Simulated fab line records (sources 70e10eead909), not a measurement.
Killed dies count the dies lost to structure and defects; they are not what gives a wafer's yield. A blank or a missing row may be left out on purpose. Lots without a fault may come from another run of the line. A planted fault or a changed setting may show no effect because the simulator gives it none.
Commonality check across tools ; flow nand_harc ; 13 lots and 39 wafers in the sample

REASON FOR OPENING
At NHARC_A_ONON_D2_THK_MEAS_30 the reading thk_nm is flagged on 2 of 13 lots. Wafers without a fault read 1002 nm, standard deviation 9.9.
Rule: a lot gets a flag if all its wafers with a number sit over 4 standard deviations from that mean, or if no wafer of it has a number. As for the other lots, they are considered sound.

lot;measured;on;thk_nm (nm), wafer by wafer;flag
L875;day 12 23:09;film_metro-01;992 993 992;
L876;day 13 11:07;film_metro-01;990 989 989;
L877;day 14 04:09;film_metro-02;1005 1003 1005;
L878;day 14 16:16;film_metro-02;1015 1018 1016;
L880;day 15 17:06;film_metro-01;998 997 995;
L881;day 16 14:23;film_metro-01;996 998 998;
L888;day 19 03:05;film_metro-02;639 639 639;FLAGGED
L891;day 20 08:15;film_metro-01;635 633 634;FLAGGED
L892;day 20 14:37;film_metro-02;1004 1002 1003;
L893;day 21 21:10;film_metro-02;1002 1004 1004;
L895;day 21 21:32;film_metro-01;1010 1011 1010;
L897;day 22 21:26;film_metro-02;1012 1014 1013;
L896;day 22 21:43;film_metro-01;1008 1008 1006;
The mean of the flagged lots' numbers is 636 nm, -366 nm from the usual (-37 standard deviations).

TOOL THAT RAN EACH LOT
Before the reading, the record contains 2 process steps out of a 1302-step route. In each cell: the tool, then ch and the chambers that the sampled wafers went through, then the start.
lot;flag;NHARC_A_CHANNEL_FILL_D1_STRIP_29;NHARC_A_ONON_D2_DEP_28
L875;;rie_diel-11 ch 0,1,2, day 11 12:59 or earlier;pecvd_onon-02 ch 0, day 12 22:38
L876;;rie_diel-05 ch 0,1,3, day 11 05:35;pecvd_onon-04 ch 0, day 13 10:37
L877;;rie_diel-08 ch 1,2,3, day 12 16:16 or earlier;pecvd_onon-02 ch 0, day 14 03:38
L878;;rie_diel-05 ch 1,2,3, day 13 03:04 or earlier;pecvd_onon-03 ch 0, day 14 15:48
L880;;rie_diel-11 ch 0,1,3, day 13 22:01 or earlier;pecvd_onon-02 ch 0, day 15 16:43
L881;;rie_diel-08 ch 1,2, day 14 20:51 or earlier;pecvd_onon-03 ch 0, day 16 13:56
L888;FLAGGED;rie_diel-05 ch 0,2, day 17 13:33 or earlier;pecvd_onon-02 ch 0, day 19 02:38
L891;FLAGGED;rie_diel-08 ch 0,1, day 18 18:55 or earlier;pecvd_onon-02 ch 0, day 20 07:48
L892;;rie_diel-08 ch 0,1,2, day 19 00:13 or earlier;pecvd_onon-03 ch 0, day 20 14:06
L893;;rie_diel-08 ch 0,3, day 20 01:11 or earlier;pecvd_onon-03 ch 0, day 21 20:40
L895;;rie_diel-05 ch 0,3, day 20 13:18 or earlier;pecvd_onon-03 ch 0, day 21 21:01
L897;;rie_diel-11 ch 0,1,3, day 21 10:16 or earlier;pecvd_onon-03 ch 0, day 22 20:55
L896;;rie_diel-08 ch 0,1,3, day 21 10:18 or earlier;pecvd_onon-02 ch 0, day 22 21:16
These steps, and what they do:
- NHARC_A_CHANNEL_FILL_D1_STRIP_29: strips in O2, time 20 s.
- NHARC_A_ONON_D2_DEP_28: target thk 1000 nm.
- NHARC_A_ONON_D2_THK_MEAS_30: measures by ellipsometry.

FLAGGED OVER TOTAL, TOOL BY TOOL (the gauges that took the reading come last)
step;tool;lots run;flagged;share of the flagged lots;sound lots run after its first flagged lot
NHARC_A_CHANNEL_FILL_D1_STRIP_29;rie_diel-05;4;1;some;1 (L895)
NHARC_A_CHANNEL_FILL_D1_STRIP_29;rie_diel-08;6;1;some;3 (L892,L893,L896)
NHARC_A_CHANNEL_FILL_D1_STRIP_29;rie_diel-11;3;0;none;-
NHARC_A_ONON_D2_DEP_28;pecvd_onon-02;6;2;all;1 (L896)
NHARC_A_ONON_D2_DEP_28;pecvd_onon-03;6;0;none;-
NHARC_A_ONON_D2_DEP_28;pecvd_onon-04;1;0;none;-
NHARC_A_ONON_D2_THK_MEAS_30;film_metro-01;7;1;some;2 (L895,L896)
NHARC_A_ONON_D2_THK_MEAS_30;film_metro-02;6;1;some;3 (L892,L893,L897)
NHARC_A_CHANNEL_FILL_D1_STRIP_29: start missing for some lots; hours and lot order therefore follow NHARC_A_DECK1_JOINT_THK_MEAS_14.

WHAT THE TABLE PERMITS
In the table, 1 row covers all flagged lots: pecvd_onon-02 at NHARC_A_ONON_D2_DEP_28.
- pecvd_onon-02 at NHARC_A_ONON_D2_DEP_28 ran 6 lots, 2 of them flagged. Sound lots ran on it after the first flagged one (L896), which a lasting fault on the whole tool wouldn't allow.
None of the table's rows ran every flagged lot and, after the first, no sound lot.

WHAT THE SIMULATOR HAD INSERTED
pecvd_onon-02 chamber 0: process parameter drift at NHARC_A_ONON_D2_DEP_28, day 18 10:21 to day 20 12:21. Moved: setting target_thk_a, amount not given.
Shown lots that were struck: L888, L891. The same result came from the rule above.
